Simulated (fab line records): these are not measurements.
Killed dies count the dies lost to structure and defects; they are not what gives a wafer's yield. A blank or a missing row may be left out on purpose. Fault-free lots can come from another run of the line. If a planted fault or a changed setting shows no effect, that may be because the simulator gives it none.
Which tool was responsible? || flow nand_harc || 12 lots with 36 wafers sampled at 6 steps, on a route of 1302 steps

## WHAT EACH GAUGE READ, for each wafer
NHARC_A_BLC_CD_MEAS_10 targets a cd of 100 nm.
{"lot": "L838", "measured": "day 22 06:22", "on": "cd_sem-01", "cd_nm (nm)": "99.8 100.6 100.1"}
{"lot": "L840", "measured": "day 23 03:43", "on": "cd_sem-03", "cd_nm (nm)": "99.1 100.0 99.7"}
{"lot": "L839", "measured": "day 23 03:53", "on": "cd_sem-02", "cd_nm (nm)": "101.3 100.7 100.8"}
{"lot": "L841", "measured": "day 23 19:17", "on": "cd_sem-02", "cd_nm (nm)": "99.8 100.2 100.2"}
{"lot": "L843", "measured": "day 25 06:20", "on": "cd_sem-02", "cd_nm (nm)": "100.5 100.4 100.5"}
{"lot": "L845", "measured": "day 25 22:23", "on": "cd_sem-01", "cd_nm (nm)": "98.6 97.2 95.3"}
{"lot": "L847", "measured": "day 26 19:21", "on": "cd_sem-01", "cd_nm (nm)": "99.5 99.1 99.2"}
{"lot": "L849", "measured": "day 27 02:35", "on": "cd_sem-01", "cd_nm (nm)": "100.6 100.8 100.4"}
{"lot": "L852", "measured": "day 28 12:20", "on": "cd_sem-02", "cd_nm (nm)": "100.3 100.7 100.2"}
{"lot": "L857", "measured": "day 30 18:01", "on": "cd_sem-03", "cd_nm (nm)": "99.5 100.7 100.8"}
{"lot": "L858", "measured": "day 30 18:46", "on": "cd_sem-01", "cd_nm (nm)": "100.4 101.0 101.6"}
{"lot": "L861", "measured": "day 32 04:45", "on": "cd_sem-01", "cd_nm (nm)": "99.7 100.0 99.7"}

NHARC_END_SORT_01.
{"lot": "L847", "measured": "day 28 14:28", "on": "prober-02", "killed_at_array": "82 92 75", "killed_at_other": "3 5 6", "killed_at_periphery": "4 0 3", "killed_dies": "89 97 84", "killed_open": "2 1 1", "killed_short": "4 3 1"}

## EACH LOT AND THE TOOL THAT RAN IT (in order: tool; ch and the chambers of the sampled wafers; start)
{"lot": "L838", "NHARC_A_CONTACT_ETCH_137": "har_cap_etch-03 ch 0,1, day 22 02:18", "NHARC_A_CONTACT_ETCH_138": "har_cap_etch-03 ch 0,1, day 22 02:34", "NHARC_A_BLC_EXPOSE_07": "arfi_scanner-01 ch 0, day 22 06:14", "NHARC_A_BLC_ETCH_16": "rie_diel-09 ch 2,3, day 22 06:38"}
{"lot": "L840", "NHARC_A_CONTACT_ETCH_137": "har_cap_etch-02 ch 0,1, day 22 23:30", "NHARC_A_CONTACT_ETCH_138": "har_cap_etch-02 ch 0,1, day 22 23:46", "NHARC_A_BLC_EXPOSE_07": "arfi_scanner-02 ch 0, day 23 03:34", "NHARC_A_BLC_ETCH_16": "rie_diel-09 ch 1,2,3, day 23 04:00"}
{"lot": "L839", "NHARC_A_CONTACT_ETCH_137": "har_cap_etch-01 ch 0,1, day 22 23:36", "NHARC_A_CONTACT_ETCH_138": "har_cap_etch-01 ch 0,1, day 22 23:52", "NHARC_A_BLC_EXPOSE_07": "arfi_scanner-01 ch 0, day 23 03:45", "NHARC_A_BLC_ETCH_16": "rie_diel-10 ch 0,1,2, day 23 04:10"}
{"lot": "L841", "NHARC_A_CONTACT_ETCH_137": "har_cap_etch-01 ch 0,1, day 23 15:02", "NHARC_A_CONTACT_ETCH_138": "har_cap_etch-01 ch 0,1, day 23 15:18", "NHARC_A_BLC_EXPOSE_07": "arfi_scanner-03 ch 0, day 23 19:08", "NHARC_A_BLC_ETCH_16": "rie_diel-09 ch 0,2, day 23 19:34"}
{"lot": "L843", "NHARC_A_CONTACT_ETCH_137": "har_cap_etch-01 ch 0,1, day 25 02:20", "NHARC_A_CONTACT_ETCH_138": "har_cap_etch-01 ch 0,1, day 25 02:36", "NHARC_A_BLC_EXPOSE_07": "arfi_scanner-02 ch 0, day 25 06:13", "NHARC_A_BLC_ETCH_16": "rie_diel-10 ch 0,3, day 25 06:37"}
{"lot": "L845", "NHARC_A_CONTACT_ETCH_137": "har_cap_etch-03 ch 0,1, day 25 18:13", "NHARC_A_CONTACT_ETCH_138": "har_cap_etch-03 ch 0,1, day 25 18:29", "NHARC_A_BLC_EXPOSE_07": "arfi_scanner-02 ch 0, day 25 22:15", "NHARC_A_BLC_ETCH_16": "rie_diel-09 ch 0,2, day 25 22:40"}
{"lot": "L847", "NHARC_A_CONTACT_ETCH_137": "har_cap_etch-02 ch 0,1, day 26 15:07", "NHARC_A_CONTACT_ETCH_138": "har_cap_etch-02 ch 0,1, day 26 15:23", "NHARC_A_BLC_EXPOSE_07": "arfi_scanner-01 ch 0, day 26 19:13", "NHARC_A_BLC_ETCH_16": "rie_diel-10 ch 0,2,3, day 26 19:38"}
{"lot": "L849", "NHARC_A_CONTACT_ETCH_137": "har_cap_etch-03 ch 0,1, day 26 22:22", "NHARC_A_CONTACT_ETCH_138": "har_cap_etch-03 ch 0,1, day 26 22:38", "NHARC_A_BLC_EXPOSE_07": "arfi_scanner-03 ch 0, day 27 02:27", "NHARC_A_BLC_ETCH_16": "rie_diel-10 ch 0,2,3, day 27 02:52"}
{"lot": "L852", "NHARC_A_CONTACT_ETCH_137": "har_cap_etch-01 ch 0,1, day 28 08:06", "NHARC_A_CONTACT_ETCH_138": "har_cap_etch-01 ch 0,1, day 28 08:22", "NHARC_A_BLC_EXPOSE_07": "arfi_scanner-01 ch 0, day 28 12:12", "NHARC_A_BLC_ETCH_16": "rie_diel-01 ch 0,2,3, day 28 12:37"}
{"lot": "L857", "NHARC_A_CONTACT_ETCH_137": "har_cap_etch-03 ch 0,1, day 30 13:47", "NHARC_A_CONTACT_ETCH_138": "har_cap_etch-03 ch 0,1, day 30 14:03", "NHARC_A_BLC_EXPOSE_07": "arfi_scanner-02 ch 0, day 30 17:52", "NHARC_A_BLC_ETCH_16": "rie_diel-09 ch 0,2,3, day 30 18:20"}
{"lot": "L858", "NHARC_A_CONTACT_ETCH_137": "har_cap_etch-02 ch 0,1, day 30 14:38", "NHARC_A_CONTACT_ETCH_138": "har_cap_etch-02 ch 0,1, day 30 14:54", "NHARC_A_BLC_EXPOSE_07": "arfi_scanner-01 ch 0, day 30 18:38", "NHARC_A_BLC_ETCH_16": "rie_diel-10 ch 0,1, day 30 19:02"}
{"lot": "L861", "NHARC_A_CONTACT_ETCH_137": "har_cap_etch-02 ch 0,1, day 32 00:26", "NHARC_A_CONTACT_ETCH_138": "har_cap_etch-02 ch 0,1, day 32 00:42", "NHARC_A_BLC_EXPOSE_07": "arfi_scanner-02 ch 0, day 32 04:37", "NHARC_A_BLC_ETCH_16": "rie_diel-10 ch 0,2, day 32 05:02"}
- NHARC_A_CONTACT_ETCH_137: etches the open film in C4F8/O2/Ar, time 311 s, target depth 1912 nm.
- NHARC_A_CONTACT_ETCH_138: etches the open film in C4F8/O2/Ar, time 311 s, target depth 1914 nm.
- NHARC_A_BLC_EXPOSE_07: exposes mask A BLC, target cd 100 nm.
- NHARC_A_BLC_ETCH_16: etches the open film in CF4, target depth 39 nm, time 65 s.

## WHAT THE TOOLS THEMSELVES READ (means of the sampled wafers that have a number; where no wafer has one, the mark that the record gives instead)
NHARC_A_BLC_ETCH_16.
{"lot": "L838", "tool": "rie_diel-09", "drypump_motor_current_A (A)": 5.93, "oes_product_au (a.u.)": 0.998, "rf_vpp_V (V)": 152.1, "showerhead_plenum_p_Torr (Torr)": 1.80, "throttle_valve_pct (%)": 13.282}
{"lot": "L840", "tool": "rie_diel-09", "drypump_motor_current_A (A)": 5.81, "oes_product_au (a.u.)": 1.002, "rf_vpp_V (V)": 151.2, "showerhead_plenum_p_Torr (Torr)": 1.75, "throttle_valve_pct (%)": 13.296}
{"lot": "L839", "tool": "rie_diel-10", "drypump_motor_current_A (A)": 5.31, "oes_product_au (a.u.)": 1.004, "rf_vpp_V (V)": 150.4, "showerhead_plenum_p_Torr (Torr)": 1.75, "throttle_valve_pct (%)": 13.281}
{"lot": "L841", "tool": "rie_diel-09", "drypump_motor_current_A (A)": 5.83, "oes_product_au (a.u.)": 1.000, "rf_vpp_V (V)": 152.1, "showerhead_plenum_p_Torr (Torr)": 1.78, "throttle_valve_pct (%)": 13.285}
{"lot": "L843", "tool": "rie_diel-10", "drypump_motor_current_A (A)": 5.56, "oes_product_au (a.u.)": 1.005, "rf_vpp_V (V)": 151.7, "showerhead_plenum_p_Torr (Torr)": 1.74, "throttle_valve_pct (%)": 13.281}
{"lot": "L845", "tool": "rie_diel-09", "drypump_motor_current_A (A)": 5.83, "oes_product_au (a.u.)": 0.997, "rf_vpp_V (V)": 152.1, "showerhead_plenum_p_Torr (Torr)": 1.78, "throttle_valve_pct (%)": 13.285}
{"lot": "L847", "tool": "rie_diel-10", "drypump_motor_current_A (A)": 5.53, "oes_product_au (a.u.)": 1.003, "rf_vpp_V (V)": 151.4, "showerhead_plenum_p_Torr (Torr)": 1.75, "throttle_valve_pct (%)": 13.283}
{"lot": "L849", "tool": "rie_diel-10", "drypump_motor_current_A (A)": 5.52, "oes_product_au (a.u.)": 1.004, "rf_vpp_V (V)": 151.4, "showerhead_plenum_p_Torr (Torr)": 1.75, "throttle_valve_pct (%)": 13.284}
{"lot": "L852", "tool": "rie_diel-01", "drypump_motor_current_A (A)": 5.90, "oes_product_au (a.u.)": 1.019, "rf_vpp_V (V)": 151.0, "showerhead_plenum_p_Torr (Torr)": 1.73, "throttle_valve_pct (%)": 13.283}
{"lot": "L857", "tool": "rie_diel-09", "drypump_motor_current_A (A)": 5.75, "oes_product_au (a.u.)": 1.002, "rf_vpp_V (V)": 152.4, "showerhead_plenum_p_Torr (Torr)": 1.80, "throttle_valve_pct (%)": 13.289}
{"lot": "L858", "tool": "rie_diel-10", "drypump_motor_current_A (A)": 5.21, "oes_product_au (a.u.)": 1.010, "rf_vpp_V (V)": 151.0, "showerhead_plenum_p_Torr (Torr)": 1.77, "throttle_valve_pct (%)": 13.280}
{"lot": "L861", "tool": "rie_diel-10", "drypump_motor_current_A (A)": 5.37, "oes_product_au (a.u.)": 1.011, "rf_vpp_V (V)": 151.0, "showerhead_plenum_p_Torr (Torr)": 1.78, "throttle_valve_pct (%)": 13.289}

## THE ANSWER, worked out from the rows above alone
Rule: the lots themselves supply what counts as usual. Put in order of their means at a reading, lots are off if they are a third of the lots or fewer, leave a main group of 4 or more, and stand apart from it by a gap of 3 or more times the standard deviation of the main group's means; of several such gaps the widest counts. The tables above print the reading to a certain number of digits; a main group whose means all agree to those digits is not used. Also off: a lot with no number at a reading for which 4 or more lots have one. Where the step has rows for the other lots, those lots are counted as sound. First the gauges in route order, then the tools' own readings, where a lot's mean is used as printed above. At the first step where some lot is off, the reading lying furthest off is the one used; lots without a number count as furthest.
Off: L845 (NHARC_A_BLC_CD_MEAS_10, cd_nm). The main group has a mean of 100.2 nm with a standard deviation of 0.51.
A tool fits if, at a process step before that reading, it ran every lot that is off, and no sound lot after the first of them. The gauges at NHARC_A_BLC_CD_MEAS_10 are tried like those tools. No candidate that was tried fits.

## WHAT THE SIMULATOR PUT IN
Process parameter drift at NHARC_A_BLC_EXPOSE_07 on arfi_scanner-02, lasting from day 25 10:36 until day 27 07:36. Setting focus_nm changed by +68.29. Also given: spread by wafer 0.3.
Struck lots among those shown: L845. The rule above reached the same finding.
